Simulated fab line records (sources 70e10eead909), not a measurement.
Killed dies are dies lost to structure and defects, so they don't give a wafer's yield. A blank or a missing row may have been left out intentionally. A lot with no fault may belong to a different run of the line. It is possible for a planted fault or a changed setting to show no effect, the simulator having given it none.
Which tool is to blame? || flow nand harc || 6 lots with 18 wafers sampled at 5 steps, on a route of 1159 steps

## WHAT THE GAUGES READ, wafer by wafer
NHARC_END_SORT_01.
{"lot": "L120", "measured": "day 20 07:22", "on": "prober-02", "killed at other": "1 0 1"}
{"lot": "L121", "measured": "day 20 14:24", "on": "prober-02", "killed at other": "0 0 0"}
{"lot": "L129", "measured": "day 22 04:15", "on": "prober-01", "killed at other": "0 2 0"}
{"lot": "L135", "measured": "day 23 19:26", "on": "prober-01", "killed at other": "1 1 0"}
{"lot": "L140", "measured": "day 24 16:50", "on": "prober-01", "killed at other": "0 0 1"}
{"lot": "L141", "measured": "day 24 23:53", "on": "prober-01", "killed at other": "0 0 1"}

## WHAT TOOL EACH LOT RAN ON (gives the tool, then ch and the chambers of the sampled wafers, and finally the start)
{"lot": "L120", "NHARC_A_M0_ETCH_15": "rie diel-13 ch 0,1,3, day 18 15:30 or earlier", "NHARC_A_M0_PRE_CLEAN_29": "pvd sputter-01, day 18 15:30 or earlier", "NHARC_A_M0_DEP_32": "pecvd-03 ch 0,1,2, day 18 15:30", "NHARC_A_M1_SOFTBAKE_04": "litho track-01 ch 0, day 18 16:00"}
{"lot": "L121", "NHARC_A_M0_ETCH_15": "rie diel-09 ch 0,2,3, day 19 00:43 or earlier", "NHARC_A_M0_PRE_CLEAN_29": "pvd sputter-03, day 19 00:43 or earlier", "NHARC_A_M0_DEP_32": "pecvd-01 ch 0,2, day 19 00:43", "NHARC_A_M1_SOFTBAKE_04": "litho track-01 ch 0, day 19 01:00"}
{"lot": "L129", "NHARC_A_M0_ETCH_15": "rie diel-01 ch 1,3, day 20 11:08 or earlier", "NHARC_A_M0_PRE_CLEAN_29": "pvd sputter-01, day 20 11:08 or earlier", "NHARC_A_M0_DEP_32": "pecvd-03 ch 0,1, day 20 11:08", "NHARC_A_M1_SOFTBAKE_04": "litho track-04 ch 0, day 20 11:00"}
{"lot": "L135", "NHARC_A_M0_ETCH_15": "rie diel-09 ch 0,2,3, day 22 06:28 or earlier", "NHARC_A_M0_PRE_CLEAN_29": "pvd sputter-02, day 22 06:28 or earlier", "NHARC_A_M0_DEP_32": "pecvd-04 ch 0,1,2, day 22 06:28", "NHARC_A_M1_SOFTBAKE_04": "litho track-01 ch 0, day 22 07:00"}
{"lot": "L140", "NHARC_A_M0_ETCH_15": "rie diel-01 ch 1,3, day 22 22:01 or earlier", "NHARC_A_M0_PRE_CLEAN_29": "pvd sputter-03, day 22 22:01 or earlier", "NHARC_A_M0_DEP_32": "pecvd-04 ch 0,1,2, day 22 22:01", "NHARC_A_M1_SOFTBAKE_04": "litho track-06 ch 0, day 22 22:00"}
{"lot": "L141", "NHARC_A_M0_ETCH_15": "rie diel-09 ch 1,2,3, day 23 06:31 or earlier", "NHARC_A_M0_PRE_CLEAN_29": "pvd sputter-01, day 23 06:31 or earlier", "NHARC_A_M0_DEP_32": "pecvd-03 ch 0,1,2, day 23 06:31", "NHARC_A_M1_SOFTBAKE_04": "litho track-01 ch 0, day 23 07:00"}
- NHARC_A_M0_ETCH_15: etches the open film in C4F8/Ar, target depth 150 nm, overetch 15 nm, time 82.5 s.
- NHARC_A_M0_PRE_CLEAN_29: time 30 s.
- NHARC_A_M0_DEP_32: deposits SiCN, target thk 30 nm.
- NHARC_A_M1_SOFTBAKE_04: time 55 s.

## THE ANSWER, worked out from the rows above alone
Rule: usual is defined by the lots themselves. Put in order of their means at a reading, lots are off if they are a third of the lots or fewer, leave a main group of 4 or more, and stand apart from it by a gap of 3 or more times the standard deviation of the main group's means; of several such gaps the widest counts. A main group is skipped when, at the precision printed for the reading in the tables above, its means are all equal. A lot without any number at a reading at which 4 lots or more have one is off too. Where the step has rows for the other lots, those lots are counted as sound.
No lot is off on any of the readings shown, so nothing can be concluded from this.

## WHAT THE SIMULATOR PUT IN
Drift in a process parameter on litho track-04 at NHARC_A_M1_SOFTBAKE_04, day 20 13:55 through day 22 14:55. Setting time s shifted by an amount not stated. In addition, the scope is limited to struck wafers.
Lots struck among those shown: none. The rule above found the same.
